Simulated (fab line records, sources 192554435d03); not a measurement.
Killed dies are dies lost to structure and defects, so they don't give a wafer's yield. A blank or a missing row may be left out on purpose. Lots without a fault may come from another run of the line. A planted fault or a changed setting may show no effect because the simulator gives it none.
Chamber matching | flow n5_finfet | N5_BEOL_M10_DEP_56 on pecvd-04: 3 sister chambers
The step deposits SiCN from 3MS/NH3, target thk 15 nm, time 26.5 s. 20 wafers are shown with their chamber, then 10 later ones without.

WAFERS WITH THEIR CHAMBER
wafer  | chamber | throttle_valve_pct (%) | showerhead_plenum_p_Torr (Torr)
L076.2 | 1       | 9.1                    | 3.653
L076.5 | 1       | 9.4                    | 3.648
L076.6 | 2       | 8.6                    | 3.683
L079.1 | 0       | 8.5                    | 3.665
L079.4 | 1       | 9.2                    | 3.648
L079.5 | 0       | 8.4                    | 3.666
L081.2 | 2       | 8.6                    | 3.672
L081.4 | 1       | 9.4                    | 3.640
L081.6 | 2       | 8.4                    | 3.665
L083.3 | 1       | 9.3                    | 3.653
L083.5 | 1       | 8.9                    | 3.647
L083.6 | 2       | 8.4                    | 3.678
L085.1 | 1       | 8.9                    | 3.654
L085.3 | 0       | 8.5                    | 3.673
L085.6 | 2       | 8.8                    | 3.671
L086.1 | 1       | 9.2                    | 3.647
L086.2 | 0       | 8.2                    | 3.661
L086.5 | 0       | 8.5                    | 3.669
L089.2 | 0       | 8.4                    | 3.667
L089.5 | 1       | 9.3                    | 3.648

SIGNATURES (means of the wafers above)
reading                  | chamber 0 | chamber 1 | chamber 2 | scatter within a chamber
throttle_valve_pct       | 8.417     | 9.189     | 8.560     | 0.166
showerhead_plenum_p_Torr | 3.66683   | 3.64867   | 3.67380   | 0.00497
Rule: a wafer's distance from a chamber is the root of the sum, over the readings, of the square of ((its reading less the chamber's mean) divided by the reading's scatter). The wafer belongs to the nearest chamber; if the next one is less than 2 further off, it can't be placed. The scatter: the root of (the sum of the squares of (reading less its chamber's mean) over the shown wafers, divided by (wafers less chambers)).

WAFERS WITHOUT THEIR CHAMBER
wafer  | throttle_valve_pct (%) | showerhead_plenum_p_Torr (Torr)
L089.6 | 8.4                    | 3.680
L090.2 | 8.9                    | 3.669
L090.5 | 8.6                    | 3.670
L090.6 | 9.3                    | 3.640
L094.1 | 8.4                    | 3.658
L094.3 | 9.3                    | 3.649
L094.5 | 8.6                    | 3.678
L095.3 | 9.0                    | 3.646
L095.4 | 8.4                    | 3.656
L095.5 | 9.1                    | 3.661

WHICH CHAMBER EACH WENT THROUGH
wafer  | from the rows above          | in truth
L089.6 | can't be placed: 2 or 0      | 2
L090.2 | can't be placed: 2 or 0      | 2
L090.5 | can't be placed: 2 or 0      | 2
L090.6 | 1                            | 1
L094.1 | can't be placed: 0 or 2      | 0
L094.3 | 1                            | 1
L094.5 | can't be placed: 2 or 0      | 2
L095.3 | 1                            | 1
L095.4 | can't be placed: 0 or 2      | 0
L095.5 | can't be placed: 1 or 2 or 0 | 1
Placed correctly: 3 of 10. Can't be placed from these rows: 7 (the true chamber is among the candidates in 7). Placed wrongly: 0.
